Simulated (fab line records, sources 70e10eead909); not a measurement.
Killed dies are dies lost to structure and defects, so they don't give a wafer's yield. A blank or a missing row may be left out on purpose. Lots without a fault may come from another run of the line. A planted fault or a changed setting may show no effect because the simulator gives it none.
Chamber matching | flow nand_harc | NHARC_P_GATE_DESCUM_48 on rie_diel-08: 4 sister chambers
The step chemistry O2, time 3 s. 4 wafers are shown with their chamber, then 10 later ones without.

WAFERS WITH THEIR CHAMBER
wafer  | chamber | oes_product_au (a.u.)
L078.5 | 3       | 0.992
L080.1 | 2       | 0.978
L082.2 | 0       | 0.987
L082.3 | 1       | 0.991

WAFERS WITHOUT THEIR CHAMBER
wafer  | oes_product_au (a.u.)
L082.6 | 0.997
L087.3 | 0.990
L087.5 | 0.983
L087.6 | 0.991
L090.1 | 0.984
L090.2 | 0.962
L090.5 | 0.970
L095.1 | 0.982
L095.2 | 0.976
L095.3 | 0.998

WHICH CHAMBER EACH WENT THROUGH
wafer  | from the rows above               | in truth
L082.6 | can't be placed: 3 or 1 or 0      | 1
L087.3 | can't be placed: 1 or 3 or 0 or 2 | 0
L087.5 | can't be placed: 0 or 2 or 1 or 3 | 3
L087.6 | can't be placed: 1 or 3 or 0 or 2 | 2
L090.1 | can't be placed: 0 or 2 or 1 or 3 | 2
L090.2 | can't be placed: 2 or 0 or 1      | 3
L090.5 | can't be placed: 2 or 0 or 1      | 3
L095.1 | can't be placed: 2 or 0 or 1 or 3 | 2
L095.2 | can't be placed: 2 or 0 or 1      | 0
L095.3 | can't be placed: 3 or 1 or 0      | 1
Placed correctly: 0 of 10. Can't be placed from these rows: 10 (the true chamber is among the candidates in 8). Placed wrongly: 0.
How it was worked out, from the rows above alone: a wafer's distance from a chamber is the root of the sum, over the readings, of the square of ((its reading less the chamber's mean) divided by the reading's scatter). The wafer belongs to the nearest chamber; if the next one is less than 2 further off, it can't be placed. A chamber's mean is the mean of its shown wafers. The scatter: with one shown wafer a chamber, the root of the mean of the squares of how far each hidden wafer lies from its nearest shown one.
